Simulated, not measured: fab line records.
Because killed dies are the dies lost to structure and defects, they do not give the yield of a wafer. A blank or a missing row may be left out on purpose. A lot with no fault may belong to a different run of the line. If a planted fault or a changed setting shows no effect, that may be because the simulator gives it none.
fab line records	flow n5Finfet
record lots=5	wafers=15	lastDay=17
route steps=1938 shown FIN_CUT@162 BEOL_M4@1111 PASSIVATION@1936
lots that met no fault: taken from a fault-free run of the same line
startH: hours from the record's opening day to when the first of the lot's shown wafers began	waitH: how many hours have passed since the lot's step before this one	" the same as in the row above	L1.1+2: a single row standing in for several wafers	- no value, or no start given	* or withheld: withheld	< > ~ a bound
route shown NAME@n: names a module that has steps shown in the file, with the first one's number in the route	usual: the fault-free wafers' mean and standard deviation	same: alike in all rows	chamber/n: place in a boat	sites: the reading at each site	_std_site: the values' standard deviation	_edge_site: inner sites' mean taken away from outer sites' mean	radiusMm: for every site, how far away it sits from the centre of the wafer	mask NAME#n: copy n	behind: the last tool/chamber to shape the wafer	hold: reason for holding the lot/hours on hold/outcome of the hold	device: names the non-switching transistor (n, p or np)	end of line: at the end of the route, the tests of the same wafers	a step with no rows: only its recipe	killed: at the first sort, the dies lost to defects and structure; wafer yield is something else	map: a wafer's dies, x killed, . not, _ none there
set.NAME: the setting as run; set.NAME@STEP: as run at that earlier step	model.NAME: the simulator's own value behind a step, which no gauge read
lots at selected steps of the route; one table per step, one row per wafer
services: when a tool's chamber went out of use (startH, in hours from the record's first day, below 0 if earlier), for how many hours, and the reason
## steps
# step N5_FIN_CUT_DEVELOP_07
# recipe developTimeS=30	developer=TMAH	resist=CAR-EUV	rinseLiquid=surfactantRinse	dry=airSpin	devTempC=23
# step N5_FIN_CUT_DESCUM_13
# recipe chemistry=O2	timeS=7	sourcePowerW=50	biasPowerW=20	pressureMtorr=20	rfFrequencyHz=2.712e+07	tempC=40	resist=CAR-EUV	o2FlowSccm=225
# step N5_FIN_CUT_ETCH_30
# recipe chemistry=N2/H2	target=underlayer	targetDepthA=130	maskMaterial=CAR-EUV	timeS=10.4	ionEnergyEv=200	pressureMtorr=30	sourceW=840	biasW=150	n2FlowSccm=200	h2FlowSccm=200	ends=cleared
# step N5_FIN_CUT_ETCH_20
# recipe chemistry=CF4	target=SiARC	targetDepthA=260	maskMaterial=CAR-EUV	timeS=43.3	ionEnergyEv=80	pressureMtorr=40	sourceW=545	biasW=36	Ar_flow_sccm=100	cf4FlowSccm=100	ends=cleared
# step N5_FIN_CUT_ETCH_21
# recipe chemistry=N2/H2	target=SOC	targetDepthA=2190	overetchA=438	maskMaterial=SiARC	tempC=40	ionEnergyEv=100	biasW=61	timeS=523.5	pressureMtorr=30	sourceW=850	n2FlowSccm=200	h2FlowSccm=200
# step N5_FIN_CUT_STRIP_23
# recipe chemistry=N2/H2	tempC=40	n2FlowSccm=200	h2FlowSccm=200	rfFrequencyHz=6e+07
# step N5_FIN_CUT_STRIP_31
# recipe chemistry=N2/H2	tempC=40	n2FlowSccm=200	h2FlowSccm=200	rfFrequencyHz=6e+07
# step N5_FIN_CUT_STRIP_24
# recipe chemistry=CF4	resist=SiARC	powerW=300	biasPowerW=75	pressureMtorr=50	cf4FlowSccm=150	rfFrequencyHz=6e+07
# step N5_FIN_CUT_CUT_ETCH_26
# recipe chemistry=CH3F/O2	target=SiNx	targetDepthA=390	maskMaterial=SOC	timeS=55.7	pressureMtorr=30	sourceW=395	biasW=73	Ar_flow_sccm=150	CH3F_flow_sccm=30	O2_flow_sccm=20	ionEnergyEv=120
# step N5_FIN_CUT_CUT_ETCH_27
# recipe chemistry=CHF3/O2	target=SiO2	targetDepthA=40	maskMaterial=SOC	overetchA=20	timeS=4.9	pressureMtorr=30	sourceW=650	biasW=170	Ar_flow_sccm=200	CHF3_flow_sccm=50	O2_flow_sccm=5	ionEnergyEv=200
# usual CHF3_flow_sccm=49.99/0.16	O2_flow_sccm=5.000/0.015	drypumpMotorCurrentA=5.7/0.42	oesProductAu=0.62/0.056	rfVppV=521/9	showerheadPlenumPTorr=2.41/0.087	throttleValvePct=18.89/0.19
lot.wafer	tool	chamber	startH	waitH	CHF3_flow_sccm	O2_flow_sccm	drypumpMotorCurrentA	oesProductAu	rfHoursCounterH	rfVppV	showerheadPlenumPTorr	throttleValvePct	model.SOC_of_FIN_CUT_COAT_18.thkNm
L812.1	rieDiel-03	3	81.79	0.0	50.19	5.021	6.3	0.68	70	509	2.55	18.90	205.8
L812.2	"	2	"	"	50.04	4.982	5.7	0.72	24	517	2.45	18.70	206.2
L812.3	"	0	"	"	50.01	4.990	5.4	0.59	153	523	2.41	19.22	206.2
L814.2	rieDiel-03	1	95.14	0.0	-	-	-	-	-	-	-	-	211.4
L814.3	"	3	"	"	-	-	-	-	-	-	-	-	211.2
L814.6	"	0	"	"	-	-	-	-	-	-	-	-	211.2
L815.2	rieDiel-02	1	102.26	0.0	-	-	-	-	-	-	-	-	211.2
L815.3	"	2	"	"	-	-	-	-	-	-	-	-	211.4
L815.5	"	1	"	"	-	-	-	-	-	-	-	-	210.8
L816.4	rieDiel-02	2	107.14	0.0	-	-	-	-	-	-	-	-	211.6
L816.5	"	3	"	"	-	-	-	-	-	-	-	-	212.2
L816.6	"	2	"	"	-	-	-	-	-	-	-	-	212.2
L824.1	rieDiel-03	3	156.14	0.0	50.00	4.991	6.3	0.65	93	509	2.54	18.93	207.2
L824.3	"	2	"	"	50.21	5.006	5.7	0.68	47	517	2.44	18.77	207.8
L824.6	"	0	"	"	49.97	5.000	5.4	0.58	-	524	2.40	19.25	207.2
# step N5_FIN_CUT_PRECLEAN_35
# recipe timeS=13.3	tempC=45	pressureTorr=125	pHfTorr=3	pCoreactantTorr=25	chemistry=vHF
# step N5_FIN_CUT_CUT_ETCH_15
# recipe chemistry=HBr/Cl2/O2	target=Si	targetDepthA=1000	btTimeS=10	maskMaterial=SOC	timeS=42.4	ionEnergyEv=*	biasW=*	pressureMtorr=10	icpW=800	HBr_flow_sccm=150	Cl2_flow_sccm=80	O2_flow_sccm=12
# step N5_FIN_CUT_CUT_ETCH_28
# recipe chemistry=HBr/Cl2/O2	target=Si	targetDepthA=60	maskMaterial=SOC	timeS=2.4	ionEnergyEv=*	biasW=*	pressureMtorr=10	icpW=800	HBr_flow_sccm=150	Cl2_flow_sccm=80	O2_flow_sccm=12
# usual HBr_flow_sccm=150.1/0.43	O2_flow_sccm=12.00/0.037	drypumpMotorCurrentA=5.9/0.37	oesProductAu=0.993/0.018	throttleValvePct=37.0/0.3
lot.wafer	tool	chamber	startH	waitH	HBr_flow_sccm	O2_flow_sccm	drypumpMotorCurrentA	oesProductAu	rfHoursCounterH	throttleValvePct	model.SOC_of_FIN_CUT_COAT_18.thkNm
L812.1	rieSi-02	1	82.00	0.0	150.0	11.96	6.1	0.997	20	36.5	166.8
L812.2	"	3	"	"	149.6	12.08	6.1	1.008	104	37.1	166.8
L812.3	"	2	"	"	150.3	12.08	5.2	0.974	153	36.9	166.8
L814.2	rieSi-02	0	95.35	0.0	149.7	12.00	6.0	1.031	18	36.9	172
L814.3	"	2	"	"	150.0	12.03	5.2	0.968	153	36.9	171.6
L814.6	"	2	"	"	149.6	11.99	5.2	0.966	-	36.9	171.4
L815.2	rieSi-02	2	102.46	0.0	149.7	11.98	5.2	0.972	153	36.9	172.2
L815.3	"	1	"	"	149.9	11.99	6.1	0.992	21	36.5	172.8
L815.5	"	1	"	"	150.0	12.00	6.1	0.987	-	36.5	172
L816.4	rieSi-04	2	107.34	0.0	150.6	11.98	5.9	0.979	3	37.4	172.6
L816.5	"	3	"	"	149.7	12.00	6.0	0.984	-	36.6	172.8
L816.6	"	0	"	"	150.1	12.09	5.8	0.975	-	37.2	173.2
L824.1	rieSi-01	0	156.34	0.0	149.4	12.07	5.4	1.011	39	37.3	167
L824.3	"	3	"	"	150.0	12.01	6.5	0.982	74	37.7	169
L824.6	"	0	"	"	149.8	12.04	5.4	1.005	-	37.3	167.4
# step N5_FIN_CUT_STRIP_22
# recipe chemistry=N2/H2	powerW=500	tempC=40	pressureMtorr=50	rfFrequencyHz=6e+07	overashFraction=0.3	biasPowerW=8	h2Frac=0.5	n2FlowSccm=300	h2FlowSccm=300
# step N5_BEOL_M4_RC_MEAS_101
# usual DIBL_N=36.0/1.7	DIBL_P=36.2/2.3	IOFF_N=0.16/0.03	IOFF_P=0.21/0.036	ION_N=679/11	ION_P=465/7.1	SS_N=71.4/0.58	SS_P=73.3/0.75	VT_N=249/3.1	VT_P=-251/3.5
lot.wafer	tool	chamber	startH	waitH	DIBL_N[mV/V]	DIBL_P[mV/V]	IOFF_N[nA/um]	IOFF_P[nA/um]	ION_N[uA/um]	ION_P[uA/um]	SS_N[mV/dec]	SS_P[mV/dec]	VT_N[mV]	VT_P[mV]
L812.1	prober-01	0	230.08	0.0	33.1	33.0	0.10	0.15	653	456	70.4	72.3	257	-254
L812.2	"	0	"	"	36.4	37.6	0.16	0.21	667	462	71.3	74.3	252	-252
L812.3	"	0	"	"	37.3	38.6	0.17	0.24	679	468	71.8	74.1	250	-249
L824.1	prober-01	0	313.62	0.0	38.6	37.5	0.18	0.24	684	469	71.9	73.9	246	-247
L824.3	"	0	"	"	37.3	36.1	0.18	0.21	706	474	71.2	73.2	247	-251
L824.6	"	0	"	"	36.4	35.1	0.15	0.20	687	461	70.8	73.6	247	-250
# step N5_PASSIVATION_PROBE_49
# usual killed_at_M0_to_M3=31/11	killed_at_M4_up=14/5.1	killedAtContacts=12/5.6	killedAtFrontEnd=42/12	killedAtOther=3.8/2.9	killedDies=103/18	killedOnRim=14/4.5	killedOpen=67/14	killedShort=33/8
# same grossDies=1180	killedAtBackSide=0
lot.wafer	tool	chamber	startH	waitH	killed_at_M0_to_M3	killed_at_M4_up	killedAtContacts	killedAtFrontEnd	killedAtOther	killedDies	killedOnRim	killedOpen	killedShort
L812.1	prober-02	-	349.71	2.4	27	13	11	46	4	101	18	69	28
L812.2	prober-02	-	349.76	2.5	18	19	4	42	5	88	11	45	42
L812.3	prober-02	-	349.81	2.5	26	19	11	41	2	99	5	62	36
L815.2	prober-01	-	364.30	0.1	15	17	14	1133	1	1180	152	49	33
L815.3	prober-01	-	364.35	0.1	21	14	18	1127	0	1180	152	81	26
L815.5	prober-01	-	364.45	0.2	32	21	15	1110	2	1180	152	82	44
L814.2	prober-01	-	364.69	0.1	25	13	12	1127	3	1180	152	66	33
L814.3	prober-01	-	364.74	0.1	21	5	9	1140	5	1180	152	50	21
L814.6	prober-01	-	364.89	0.3	19	15	4	1137	5	1180	152	50	25
L816.4	prober-02	-	374.18	0.2	36	10	14	1113	7	1180	152	79	40
L816.5	prober-02	-	374.23	0.2	37	12	4	1123	4	1180	152	72	33
L816.6	prober-02	-	374.28	0.3	35	16	6	1115	8	1180	152	70	29
L824.1	prober-01	-	415.72	0.0	39	14	6	35	0	94	20	63	26
L824.3	prober-01	-	415.82	0.1	33	12	10	54	4	113	10	80	32
L824.6	prober-01	-	415.97	0.3	60	17	7	41	1	126	10	66	56
# killed by level:class
L812.1 FIN_SAQP:geometricParticle:open=13 MOL_CONTACT_COAG:geometricParticle:open=10 FIN_SAQP:geometricParticle:short=9 BEOL_M2:geometricParticle:open=7 BEOL_M3:geometricParticle:open=6 GATE_CUT:geometricParticle:short=5 BEOL_M3:geometricParticle:short=4 STI_FIN_REVEAL:geometricParticle:open=3
L812.2 FIN_SAQP:geometricParticle:open=12 FIN_SAQP:geometricParticle:short=9 BEOL_M4:geometricParticle:short=5 BEOL_M1:geometricParticle:open=5 GATE_CUT:geometricParticle:short=5 BEOL_M5:geometricParticle:open=5 ILD0:geometricParticle:short=4 BEOL_M2:geometricParticle:open=4
L812.3 FIN_SAQP:geometricParticle:open=13 FIN_SAQP:geometricParticle:short=11 MOL_CONTACT_COAG:geometricParticle:open=10 BEOL_M0_SAQP:geometricParticle:short=10 BEOL_M5:geometricParticle:open=6 BEOL_M4:geometricParticle:short=5 STI_FIN_REVEAL:geometricParticle:open=4 BEOL_M0_SAQP:geometricParticle:open=4
L815.2 FIN_CUT:areaEtch=1098 MOL_CONTACT_COAG:geometricParticle:open=11 FIN_SAQP:geometricParticle:short=7 FIN_SAQP:geometricParticle:open=6 GATE_CUT:geometricParticle:open=5 GATE_CUT:geometricParticle:short=5 BEOL_M4:geometricParticle:short=5 STI_FIN_REVEAL:geometricParticle:open=4
L815.3 FIN_CUT:areaEtch=1073 MOL_CONTACT_COAG:geometricParticle:open=17 STI_FIN_REVEAL:geometricParticle:open=16 FIN_SAQP:geometricParticle:open=11 FIN_SAQP:geometricParticle:short=6 BEOL_M0_SAQP:geometricParticle:open=6 GATE_CUT:geometricParticle:short=5 STARTING-WAFER:geometricParticle:open=5
L815.5 FIN_CUT:areaEtch=1052 STI_FIN_REVEAL:geometricParticle:open=27 MOL_CONTACT_COAG:geometricParticle:open=12 BEOL_M4:geometricParticle:open=9 BEOL_M0_SAQP:geometricParticle:short=8 FIN_SAQP:geometricParticle:short=7 STI_FIN_REVEAL:geometricParticle:short=6 BEOL_M1:geometricParticle:open=6
L814.2 FIN_CUT:areaEtch=1079 BEOL_M3:geometricParticle:open=15 STI_FIN_REVEAL:geometricParticle:open=12 MOL_CONTACT_COAG:geometricParticle:open=11 FIN_SAQP:geometricParticle:short=10 FIN_SAQP:geometricParticle:open=7 GATE_CUT:geometricParticle:short=5 BEOL_M0_SAQP:geometricParticle:short=4
L814.3 FIN_CUT:areaEtch=1107 BEOL_M3:geometricParticle:open=11 STARTING-WAFER:geometricParticle:open=6 FIN_SAQP:geometricParticle:short=6 STI_FIN_REVEAL:geometricParticle:open=5 MOL_CONTACT_COAG:geometricParticle:open=5 DUMMY_GATE:geometricParticle:short=4 DUMMY_GATE:geometricParticle:open=4
L814.6 FIN_CUT:areaEtch=1105 BEOL_M3:geometricParticle:open=10 FIN_SAQP:geometricParticle:short=8 BEOL_M4:geometricParticle:open=8 FIN_SAQP:geometricParticle:open=4 STI_FIN_REVEAL:geometricParticle:open=4 MOL_CONTACT_COAG:geometricParticle:open=4 STARTING-WAFER:geometricParticle:short=4
L816.4 FIN_CUT:areaEtch=1061 FIN_SAQP:geometricParticle:open=18 MOL_CONTACT_COAG:geometricParticle:open=10 BEOL_M0_SAQP:geometricParticle:open=8 BEOL_M1:geometricParticle:open=8 FIN_SAQP:geometricParticle:short=7 STI_FIN_REVEAL:geometricParticle:open=7 BEOL_M0_SAQP:geometricParticle:short=7
L816.5 FIN_CUT:areaEtch=1074 FIN_SAQP:geometricParticle:open=13 BEOL_M1:geometricParticle:open=9 BEOL_M0_SAQP:geometricParticle:open=8 STI_FIN_REVEAL:geometricParticle:open=7 DUMMY_GATE:geometricParticle:open=7 FIN_SAQP:geometricParticle:short=6 BEOL_M3:geometricParticle:open=5
L816.6 FIN_CUT:areaEtch=1081 BEOL_M0_SAQP:geometricParticle:short=11 STI_FIN_REVEAL:geometricParticle:open=10 FIN_SAQP:geometricParticle:open=8 DUMMY_GATE:geometricParticle:open=6 MOL_CONTACT_COAG:geometricParticle:open=6 BEOL_M0_SAQP:geometricParticle:open=6 BEOL_M1:geometricParticle:open=6
L824.1 BEOL_M1:geometricParticle:open=10 BEOL_M0_SAQP:geometricParticle:short=9 DUMMY_GATE:geometricParticle:open=8 BEOL_M0_SAQP:geometricParticle:open=8 FIN_SAQP:geometricParticle:short=5 FIN_SAQP:geometricParticle:open=5 MOL_CONTACT_COAG:geometricParticle:open=4 STI_FIN_REVEAL:geometricParticle:open=4
L824.3 FIN_SAQP:geometricParticle:open=17 BEOL_M0_SAQP:geometricParticle:open=13 STI_FIN_REVEAL:geometricParticle:open=9 FIN_SAQP:geometricParticle:short=8 BEOL_M4:geometricParticle:open=8 MOL_CONTACT_COAG:geometricParticle:open=7 BEOL_M0_SAQP:geometricParticle:short=7 DUMMY_GATE:geometricParticle:open=4
L824.6 BEOL_M0_SAQP:geometricParticle:short=25 BEOL_M0_SAQP:geometricParticle:open=13 FIN_SAQP:geometricParticle:open=11 FIN_SAQP:geometricParticle:short=11 BEOL_M3:geometricParticle:open=8 BEOL_M4:geometricParticle:open=7 BEOL_M4:geometricParticle:short=6 MOL_CONTACT_COAG:geometricParticle:open=6
# map L814.2 (x killed, . not)
_________________xxxxxxxxxxxx________________
______________xxxxxxxxxxxxxxxxxx_____________
___________xxxxxxxxxxxxxxxxxxxxxxxx__________
__________xxxxxxxxxxxxxxxxxxxxxxxxxx_________
________xxxxxxxxxxxxxxxxxxxxxxxxxxxxxx_______
_______xxxxxxxxxxxxxxxxxxxxxxxxxxxxxxxx______
______xxxxxxxxxxxxxxxxxxxxxxxxxxxxxxxxxx_____
_____xxxxxxxxxxxxxxxxxxxxxxxxxxxxxxxxxxxx____
____xxxxxxxxxxxxxxxxxxxxxxxxxxxxxxxxxxxxxx___
___xxxxxxxxxxxxxxxxxxxxxxxxxxxxxxxxxxxxxxxx__
___xxxxxxxxxxxxxxxxxxxxxxxxxxxxxxxxxxxxxxxx__
__xxxxxxxxxxxxxxxxxxxxxxxxxxxxxxxxxxxxxxxxxx_
__xxxxxxxxxxxxxxxxxxxxxxxxxxxxxxxxxxxxxxxxxx_
_xxxxxxxxxxxxxxxxxxxxxxxxxxxxxxxxxxxxxxxxxxxx
_xxxxxxxxxxxxxxxxxxxxxxxxxxxxxxxxxxxxxxxxxxxx
_xxxxxxxxxxxxxxxxxxxxxxxxxxxxxxxxxxxxxxxxxxxx
_xxxxxxxxxxxxxxxxxxxxxxxxxxxxxxxxxxxxxxxxxxxx
_xxxxxxxxxxxxxxxxxxxxxxxxxxxxxxxxxxxxxxxxxxxx
_xxxxxxxxxxxxxxxxxxxxxxxxxxxxxxxxxxxxxxxxxxxx
_xxxxxxxxxxxxxxxxxxxxxxxxxxxxxxxxxxxxxxxxxxxx
_xxxxxxxxxxxxxxxxxxxxxxxxxxxxxxxxxxxxxxxxxxxx
__xxxxxxxxxxxxxxxxxxxxxxxxxxxxxxxxxxxxxxxxxx_
__xxxxxxxxxxxxxxxxxxxxxxxxxxxxxxxxxxxxxxxxxx_
___xxxxxxxxxxxxxxxxxxxxxxxxxxxxxxxxxxxxxxxx__
___xxxxxxxxxxxxxxxxxxxxxxxxxxxxxxxxxxxxxxxx__
____xxxxxxxxxxxxxxxxxxxxxxxxxxxxxxxxxxxxxx___
_____xxxxxxxxxxxxxxxxxxxxxxxxxxxxxxxxxxxx____
______xxxxxxxxxxxxxxxxxxxxxxxxxxxxxxxxxx_____
_______xxxxxxxxxxxxxxxxxxxxxxxxxxxxxxxx______
________xxxxxxxxxxxxxxxxxxxxxxxxxxxxxx_______
__________xxxxxxxxxxxxxxxxxxxxxxxxxx_________
___________xxxxxxxxxxxxxxxxxxxxxxxx__________
______________xxxxxxxxxxxxxxxxxx_____________
_________________xxxxxxxxxxxx________________
# map L815.2 (x killed, . not)
_________________xxxxxxxxxxxx________________
______________xxxxxxxxxxxxxxxxxx_____________
___________xxxxxxxxxxxxxxxxxxxxxxxx__________
__________xxxxxxxxxxxxxxxxxxxxxxxxxx_________
________xxxxxxxxxxxxxxxxxxxxxxxxxxxxxx_______
_______xxxxxxxxxxxxxxxxxxxxxxxxxxxxxxxx______
______xxxxxxxxxxxxxxxxxxxxxxxxxxxxxxxxxx_____
_____xxxxxxxxxxxxxxxxxxxxxxxxxxxxxxxxxxxx____
____xxxxxxxxxxxxxxxxxxxxxxxxxxxxxxxxxxxxxx___
___xxxxxxxxxxxxxxxxxxxxxxxxxxxxxxxxxxxxxxxx__
___xxxxxxxxxxxxxxxxxxxxxxxxxxxxxxxxxxxxxxxx__
__xxxxxxxxxxxxxxxxxxxxxxxxxxxxxxxxxxxxxxxxxx_
__xxxxxxxxxxxxxxxxxxxxxxxxxxxxxxxxxxxxxxxxxx_
_xxxxxxxxxxxxxxxxxxxxxxxxxxxxxxxxxxxxxxxxxxxx
_xxxxxxxxxxxxxxxxxxxxxxxxxxxxxxxxxxxxxxxxxxxx
_xxxxxxxxxxxxxxxxxxxxxxxxxxxxxxxxxxxxxxxxxxxx
_xxxxxxxxxxxxxxxxxxxxxxxxxxxxxxxxxxxxxxxxxxxx
_xxxxxxxxxxxxxxxxxxxxxxxxxxxxxxxxxxxxxxxxxxxx
_xxxxxxxxxxxxxxxxxxxxxxxxxxxxxxxxxxxxxxxxxxxx
_xxxxxxxxxxxxxxxxxxxxxxxxxxxxxxxxxxxxxxxxxxxx
_xxxxxxxxxxxxxxxxxxxxxxxxxxxxxxxxxxxxxxxxxxxx
__xxxxxxxxxxxxxxxxxxxxxxxxxxxxxxxxxxxxxxxxxx_
__xxxxxxxxxxxxxxxxxxxxxxxxxxxxxxxxxxxxxxxxxx_
___xxxxxxxxxxxxxxxxxxxxxxxxxxxxxxxxxxxxxxxx__
___xxxxxxxxxxxxxxxxxxxxxxxxxxxxxxxxxxxxxxxx__
____xxxxxxxxxxxxxxxxxxxxxxxxxxxxxxxxxxxxxx___
_____xxxxxxxxxxxxxxxxxxxxxxxxxxxxxxxxxxxx____
______xxxxxxxxxxxxxxxxxxxxxxxxxxxxxxxxxx_____
_______xxxxxxxxxxxxxxxxxxxxxxxxxxxxxxxx______
________xxxxxxxxxxxxxxxxxxxxxxxxxxxxxx_______
__________xxxxxxxxxxxxxxxxxxxxxxxxxx_________
___________xxxxxxxxxxxxxxxxxxxxxxxx__________
______________xxxxxxxxxxxxxxxxxx_____________
_________________xxxxxxxxxxxx________________
## services
tool	chamber	startH	hours	kind
rieDiel-02	1	73.75	-	clean
rieDiel-02	1	73.75	-	consumableReplace:focusRing
rieDiel-02	1	73.75	19.5	scheduledDown
rieDiel-02	1	73.75	19.5	ventCycle
rieDiel-02	-	102.59	2.8	pm
rieSi-01	1	123.29	8.5	repair
rieSi-01	2	131.82	-	clean
rieSi-01	2	131.82	13.2	scheduledDown
rieSi-01	2	131.82	13.2	ventCycle
rieDiel-03	1	144.94	3.3	repair
rieDiel-03	1	148.25	-	clean
rieDiel-03	1	148.25	-	consumableReplace:esc
rieDiel-03	1	148.25	-	consumableReplace:focusRing
rieDiel-03	1	148.25	23.6	scheduledDown
rieDiel-03	1	148.25	23.6	ventCycle
## key
firstSign step=N5_FIN_CUT_CUT_ETCH_27	reading=toolRecord	direction=missing
effect step=N5_PASSIVATION_PROBE_49	reading=killedAtFrontEnd	direction=up	sigmas=88	usual=42	struck=1125
modelEffect step=N5_FIN_CUT_CUT_ETCH_27	value=SOC_of_FIN_CUT_COAT_18.thkNm	without=207.6	struck=211.5
modelEffect step=N5_FIN_CUT_CUT_ETCH_28	value=SOC_of_FIN_CUT_COAT_18.thkNm	without=168.4	struck=172.3
moreKillsBornAt N5_FIN_CUT_CUT_ETCH_27@rieDiel-02=6438	N5_FIN_CUT_CUT_ETCH_27@rieDiel-03=3291
metAt N5_FIN_CUT_CUT_ETCH_27
struckWafers L814.2,L814.3,L814.6,L815.2,L815.3,L815.5,L816.4,L816.5,L816.6
laterRowsLeftOut L814.2,L814.3,L814.6,L815.2,L815.3,L815.5,L816.4,L816.5,L816.6
testerLeftOut L814,L815,L816
onsetBetween 81.79 95.14
fault kind=skippedStepWhole	tool=rieDiel-02,rieDiel-03	chamber=-	onsetH=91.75	steps=N5_FIN_CUT_CUT_ETCH_27	scope=struckLotsOnly
# testerLeftOut: of these lots the tester's yield and bins aren't shown, on N5 and GAA mostly nor the transistor test; their killed dies are dies lost to structure and defects alone, not to doping, threshold or leakage, so they don't give the yield
# laterRowsLeftOut: the simulator's readings of these wafers behind a module that went badly wrong aren't trusted and aren't shown, but for the sort
